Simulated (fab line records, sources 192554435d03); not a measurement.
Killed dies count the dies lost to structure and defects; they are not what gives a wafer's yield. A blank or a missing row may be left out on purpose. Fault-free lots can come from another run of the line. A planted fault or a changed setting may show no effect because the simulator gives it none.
One fault through the eyes of 2 desks	flow n5_finfet	only its own numbers are on each desk; what lay behind them is given at the end

## AT THE TOOL OWNER'S DESK: pecvd-01
The tool's own readings at N5_BEOL_M2_ILD_DEP_00 (deposits SiOC from DEMS/O2, target thk 79 nm, time 15.3 s): means of the sampled wafers that have a number, for each lot that ran on this tool. A lot is out of limits, marked OUT, if its mean lies more than 4 standard deviations from the usual mean; the brackets give that distance.
Columns: A = chamber_pressure_Torr at N5_BEOL_M2_ILD_DEP_00, usual 5.000 Torr; B = heater_power_outer_w at N5_BEOL_M2_ILD_DEP_00, usual 248 W; C = heater_power_w at N5_BEOL_M2_ILD_DEP_00, usual 463 W; D = showerhead_plenum_p_Torr at N5_BEOL_M2_ILD_DEP_00, usual 5.690 Torr; E = throttle_valve_pct at N5_BEOL_M2_ILD_DEP_00, usual 11.7 %
lot	first seen here	A	B	C	D	E
L795	day 9 05:13	4.998	262	516	5.680	11.4
L808	day 12 15:20	5.010	252	495	5.680	11.1
Finding of this desk: none of the 2 lots has anything out of limits.

## AT THE METROLOGY DESK
What the gauges read for every lot (on any tool): the sampled wafers with a number, averaged. A lot is out of limits, marked OUT, if its mean lies more than 4 standard deviations from the usual mean; the brackets give that distance. It has 11 readings; the 7 that lie furthest out on some lot are the ones shown.
Columns: A = DIBL_N at N5_BEOL_M4_RC_MEAS_101, usual 35.9 mV/V; B = DIBL_P at N5_BEOL_M4_RC_MEAS_101, usual 36.2 mV/V; C = IOFF_N at N5_BEOL_M4_RC_MEAS_101, usual 0.16 nA/um; D = IOFF_P at N5_BEOL_M4_RC_MEAS_101, usual 0.22 nA/um; E = SS_P at N5_BEOL_M4_RC_MEAS_101, usual 73.2 mV/dec; F = VT_N at N5_BEOL_M4_RC_MEAS_101, usual 250 mV; G = VT_P at N5_BEOL_M4_RC_MEAS_101, usual -250 mV
lot	first seen here	A	B	C	D	E	F	G
L790	day 8 04:54	35.3	36.0	0.14	0.19	73.6	251	-256
L795	day 9 12:46	37.4	36.9	0.16	0.21	73.2	251	-252
L802	day 10 23:50	37.6	38.5	0.21	0.24	74.3	245	-250
L803	day 11 18:57	38.5	38.9	0.19	0.27	74.3	247	-245
L804	day 11 22:25	38.0	39.0	0.20	0.26	73.7	247	-246
L805	day 12 01:50	37.3	38.0	0.18	0.27	73.3	248	-247
L806	day 12 14:42	35.2	33.8	0.15	0.20	72.6	249	-251
L808	day 12 23:22	35.6	35.8	0.13	0.15	73.0	251	-258
Finding of this desk: none of the 8 lots has anything out of limits.

## TAKEN TOGETHER
Nothing out of limits was seen by the tool owner's desk.
From the metrology desk's view, nothing was out of limits.

## WHAT THE SIMULATOR PUT IN
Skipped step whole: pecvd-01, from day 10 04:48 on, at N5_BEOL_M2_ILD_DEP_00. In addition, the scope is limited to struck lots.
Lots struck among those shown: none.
